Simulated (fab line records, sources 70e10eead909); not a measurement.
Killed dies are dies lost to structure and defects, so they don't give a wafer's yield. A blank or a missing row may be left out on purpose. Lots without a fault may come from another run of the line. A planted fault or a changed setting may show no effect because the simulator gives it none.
Problem report in the 8D (eight disciplines) form, filled by code | flow nand_harc | the parts of the form that need people (team, actions taken, sign-off) are left out

1. THE PROBLEM
heater_power_total_W at NHARC_A_CONTACT_SOFTBAKE_03 reads a mean of 222.57 W on 6 wafers of 2 lots; wafers without a fault read 188.45 W with a standard deviation of 0.14. That is +99 or more standard deviations from the usual mean.
The step: time 55 s.
First seen on wafer L798.2, day 26 10:00, on litho_track-04. The record holds 39 wafers of 13 lots with a number at this step. Rule for "out", or "out of limits": more than 4 standard deviations from the usual mean. The other wafers with a number count as sound.

2. WHAT IT IS AND WHAT IT IS NOT
question                    | is                     | is not
which readings at this step | heater_power_total_W   | -
which lots                  | L797, L798             | L789, L790, L792, L799, L802, L805, L806, L807, L808, L809, L811
which wafers of those lots  | all that have a number | -
read on which tools         | litho_track-04         | litho_track-01, litho_track-06
when                        | from day 26 10:00      | up to then (12 sound wafers); but 21 sound wafers of L802, L805, L806, L807, L808, L809, L811 came after

3. SUSPECTS, AND WHAT RULES EACH OUT
Counting: a tool at a process step up to the reading stays a suspect if it ran every lot that is out and no sound lot after the first of them.
- litho_track-04 at NHARC_A_CONTACT_SOFTBAKE_03 (time 55 s): ruled out as a lasting fault. Sound lots L806, L807, L808, L811 ran on it after its first lot that is out, L798 (day 26 10:00).
Left after counting: nothing in the record.

4. THE CAUSE (what the simulator had put in)
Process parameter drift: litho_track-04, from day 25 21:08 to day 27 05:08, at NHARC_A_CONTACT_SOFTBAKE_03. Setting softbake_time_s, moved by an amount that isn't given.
Counting ruled it out, wrongly.

5. THE CHAIN OF EFFECTS, in route order
Each row: a reading whose mean over the struck wafers that have a number lies more than 3 standard deviations from the usual. Only readings for which the record gives a usual standard deviation are gone through. hours: the time from each lot's start at the first step in this table that gives one to its start at this step, as a median over the lots. sigmas: the change in usual standard deviations.
hours | step                        | reading              | usual    | on struck wafers | change | sigmas
0     | NHARC_A_CONTACT_SOFTBAKE_03 | heater_power_total_W | 188.45 W | 222.57           | +34.12 | +99 or more
The process steps in it:
- NHARC_A_CONTACT_SOFTBAKE_03: time 55 s.
Later measuring or inspecting steps at which every struck wafer that the step has a row for has a number for every such reading, and none has moved that far: NHARC_A_CONTACT_CD_MEAS_08.

6. WHAT WOULD HAVE CAUGHT IT SOONER
In this record the first reading out of limits was taken at day 26 10:00, 13 hours after the fault began at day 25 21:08.
